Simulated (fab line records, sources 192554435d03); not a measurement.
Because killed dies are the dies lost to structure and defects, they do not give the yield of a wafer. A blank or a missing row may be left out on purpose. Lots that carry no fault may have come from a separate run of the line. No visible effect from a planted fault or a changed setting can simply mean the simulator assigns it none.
Lot-split experiment / flow n5-finfet / on a route of 1938 steps: 7 lots, 39 wafers read

== THE SPLIT ITSELF ==
At N5_BEOL_M11_ILD_DEP_00 (deposits SiCOH lowk from DEMS/porogen, target thk 308.51 nm, time 58 s), the setting time-s was moved away from the recipe's 58 s on 12 of the 39 wafers read, by +46.9% to +59.9%. The other wafers ran this setting at the recipe's value.

== FROM SPLIT TO READING: 1 step shown by the file between the two ==
- N5_BEOL_M11_CURE_71: cures SiCOH lowk, time 240 s

== THE READING ==
M11_ILD_THK at N5_BEOL_M11_THK_MEAS_01, in nm. Typical for fault-free wafers on this fab line: 268 nm, with standard deviation 3 nm.

wafer=L076.2; tool, chamber at the split=pecvd-02, 0; time-s as run, s=58; against the recipe=recipe; M11_ILD_THK, nm=269; against lot-mates on the recipe=-
wafer=L076.3; tool, chamber at the split=pecvd-02, 1; time-s as run, s=58; against the recipe=recipe; M11_ILD_THK, nm=264; against lot-mates on the recipe=-
wafer=L076.6; tool, chamber at the split=pecvd-02, 0; time-s as run, s=58; against the recipe=recipe; M11_ILD_THK, nm=270; against lot-mates on the recipe=-
wafer=L078.1; tool, chamber at the split=pecvd-03, 0; time-s as run, s=90.02; against the recipe=+55.2%; M11_ILD_THK, nm=412; against lot-mates on the recipe=+144
wafer=L078.2; tool, chamber at the split=pecvd-03, 2; time-s as run, s=58; against the recipe=recipe; M11_ILD_THK, nm=265; against lot-mates on the recipe=-
wafer=L078.3; tool, chamber at the split=pecvd-03, 1; time-s as run, s=90.02; against the recipe=+55.2%; M11_ILD_THK, nm=413; against lot-mates on the recipe=+145
wafer=L078.4; tool, chamber at the split=pecvd-03, 1; time-s as run, s=58; against the recipe=recipe; M11_ILD_THK, nm=272; against lot-mates on the recipe=-
wafer=L078.5; tool, chamber at the split=pecvd-03, 0; time-s as run, s=90.02; against the recipe=+55.2%; M11_ILD_THK, nm=420; against lot-mates on the recipe=+152
wafer=L078.6; tool, chamber at the split=pecvd-03, 2; time-s as run, s=58; against the recipe=recipe; M11_ILD_THK, nm=268; against lot-mates on the recipe=-
wafer=L084.1; tool, chamber at the split=pecvd-02, 1; time-s as run, s=86.68; against the recipe=+49.4%; M11_ILD_THK, nm=396; against lot-mates on the recipe=+129
wafer=L084.2; tool, chamber at the split=pecvd-02, 2; time-s as run, s=58; against the recipe=recipe; M11_ILD_THK, nm=267; against lot-mates on the recipe=-
wafer=L084.3; tool, chamber at the split=pecvd-02, 0; time-s as run, s=86.68; against the recipe=+49.4%; M11_ILD_THK, nm=399; against lot-mates on the recipe=+132
wafer=L084.4; tool, chamber at the split=pecvd-02, 0; time-s as run, s=86.68; against the recipe=+49.4%; M11_ILD_THK, nm=406; against lot-mates on the recipe=+139
wafer=L084.5; tool, chamber at the split=pecvd-02, 1; time-s as run, s=58; against the recipe=recipe; M11_ILD_THK, nm=267; against lot-mates on the recipe=-
wafer=L084.6; tool, chamber at the split=pecvd-02, 2; time-s as run, s=58; against the recipe=recipe; M11_ILD_THK, nm=267; against lot-mates on the recipe=-
wafer=L090.1; tool, chamber at the split=pecvd-02, 2; time-s as run, s=85.23; against the recipe=+46.9%; M11_ILD_THK, nm=391; against lot-mates on the recipe=+121
wafer=L090.2; tool, chamber at the split=pecvd-02, 0; time-s as run, s=58; against the recipe=recipe; M11_ILD_THK, nm=268; against lot-mates on the recipe=-
wafer=L090.3; tool, chamber at the split=pecvd-02, 1; time-s as run, s=85.23; against the recipe=+46.9%; M11_ILD_THK, nm=393; against lot-mates on the recipe=+123
wafer=L090.4; tool, chamber at the split=pecvd-02, 2; time-s as run, s=58; against the recipe=recipe; M11_ILD_THK, nm=271; against lot-mates on the recipe=-
wafer=L090.5; tool, chamber at the split=pecvd-02, 1; time-s as run, s=85.23; against the recipe=+46.9%; M11_ILD_THK, nm=398; against lot-mates on the recipe=+128
wafer=L090.6; tool, chamber at the split=pecvd-02, 0; time-s as run, s=58; against the recipe=recipe; M11_ILD_THK, nm=271; against lot-mates on the recipe=-
wafer=L092.1; tool, chamber at the split=pecvd-03, 1; time-s as run, s=58; against the recipe=recipe; M11_ILD_THK, nm=265; against lot-mates on the recipe=-
wafer=L092.2; tool, chamber at the split=pecvd-03, 2; time-s as run, s=58; against the recipe=recipe; M11_ILD_THK, nm=264; against lot-mates on the recipe=-
wafer=L092.3; tool, chamber at the split=pecvd-03, 0; time-s as run, s=58; against the recipe=recipe; M11_ILD_THK, nm=263; against lot-mates on the recipe=-
wafer=L092.4; tool, chamber at the split=pecvd-03, 1; time-s as run, s=58; against the recipe=recipe; M11_ILD_THK, nm=270; against lot-mates on the recipe=-
wafer=L092.5; tool, chamber at the split=pecvd-03, 2; time-s as run, s=58; against the recipe=recipe; M11_ILD_THK, nm=271; against lot-mates on the recipe=-
wafer=L092.6; tool, chamber at the split=pecvd-03, 0; time-s as run, s=58; against the recipe=recipe; M11_ILD_THK, nm=268; against lot-mates on the recipe=-
wafer=L094.1; tool, chamber at the split=pecvd-03, 0; time-s as run, s=92.74; against the recipe=+59.9%; M11_ILD_THK, nm=426; against lot-mates on the recipe=+157
wafer=L094.2; tool, chamber at the split=pecvd-03, 1; time-s as run, s=58; against the recipe=recipe; M11_ILD_THK, nm=271; against lot-mates on the recipe=-
wafer=L094.3; tool, chamber at the split=pecvd-03, 2; time-s as run, s=58; against the recipe=recipe; M11_ILD_THK, nm=266; against lot-mates on the recipe=-
wafer=L094.4; tool, chamber at the split=pecvd-03, 2; time-s as run, s=92.74; against the recipe=+59.9%; M11_ILD_THK, nm=437; against lot-mates on the recipe=+168
wafer=L094.5; tool, chamber at the split=pecvd-03, 1; time-s as run, s=92.74; against the recipe=+59.9%; M11_ILD_THK, nm=440; against lot-mates on the recipe=+171
wafer=L094.6; tool, chamber at the split=pecvd-03, 0; time-s as run, s=58; against the recipe=recipe; M11_ILD_THK, nm=269; against lot-mates on the recipe=-
wafer=L095.1; tool, chamber at the split=pecvd-02, 0,1; time-s as run, s=58; against the recipe=recipe; M11_ILD_THK, nm=263; against lot-mates on the recipe=-
wafer=L095.2; tool, chamber at the split=pecvd-02, 2; time-s as run, s=58; against the recipe=recipe; M11_ILD_THK, nm=266; against lot-mates on the recipe=-
wafer=L095.3; tool, chamber at the split=pecvd-02, 0,1; time-s as run, s=58; against the recipe=recipe; M11_ILD_THK, nm=263; against lot-mates on the recipe=-
wafer=L095.4; tool, chamber at the split=pecvd-02, 0; time-s as run, s=58; against the recipe=recipe; M11_ILD_THK, nm=269; against lot-mates on the recipe=-
wafer=L095.5; tool, chamber at the split=pecvd-02, 2; time-s as run, s=58; against the recipe=recipe; M11_ILD_THK, nm=267; against lot-mates on the recipe=-
wafer=L095.6; tool, chamber at the split=pecvd-02, 1; time-s as run, s=58; against the recipe=recipe; M11_ILD_THK, nm=269; against lot-mates on the recipe=-
The file does not say which wafer passed through which chamber wherever a row lists several chambers: such a row stands for several wafers.

FIT RESULTS
A straight line over all 39 wafers: M11_ILD_THK changes by +2.72 nm for each +1% of time-s; r = +1.00; the points scatter about the line by 3.7 nm.
The same after taking each lot's own level away (the mean of its wafers on the recipe; 39 wafers): +2.7 nm for each +1%; r = +1.00; scatter 3.6 nm.
The reading moves by 1.6e+02 nm for the largest change in time-s, on that fit.
The lots' own levels span 266.2 to 270.0 nm, that is 1.3 times the standard deviation above.
The two slopes are in agreement: the lot-to-lot level therefore moves the slope only a little.
Check: for one of the wafers moved furthest among these (+59.9%), held out of the fit, the line's prediction against its lot-mates is +162 nm. It came out at +157 nm against them.

== FURTHER SPLITS ON THESE WAFERS ==
These wafers also went through other splits before the reading. Each is held against what the fit with the lots' levels taken away leaves over:
other split on the same wafers=N5_BEOL_M7_TRENCH_ETCH_37 time-s; wafers away from the commonest value=15; r with M11_ILD_THK (lot level and that fit taken away)=-0.10
other split on the same wafers=N5_BEOL_M9_CVD_78 target-thk-a; wafers away from the commonest value=9; r with M11_ILD_THK (lot level and that fit taken away)=-0.26

== THE WHOLE CHAIN: every reading that the file lists as answering this split, in the file's order ==
step=N5_BEOL_M11_ILD_DEP_00; what it does=deposits SiCOH lowk from DEMS/porogen, target thk 308.51 nm, time 58 s; reading=SiCOH_lowk_of_BEOL_M11_ILD_DEP_00.thk-nm (the simulator's own value, which no gauge read); change (the file's fit)=+3.03 nm for each +1% of the setting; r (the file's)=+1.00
step=N5_BEOL_M11_CURE_71; what it does=cures SiCOH lowk, time 240 s; reading=SiCOH_lowk_of_BEOL_M11_ILD_DEP_00.thk-nm (the simulator's own value, which no gauge read); change (the file's fit)=+2.7 nm for each +1% of the setting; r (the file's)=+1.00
step=N5_BEOL_M11_THK_MEAS_01; what it does=; reading=M11_ILD_THK; change (the file's fit)=+2.7 for each +1% of the setting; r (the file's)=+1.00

== THE FILE'S OWN FIT ==
M11_ILD_THK changes by +2.7 nm for each +1% of time-s, r = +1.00.
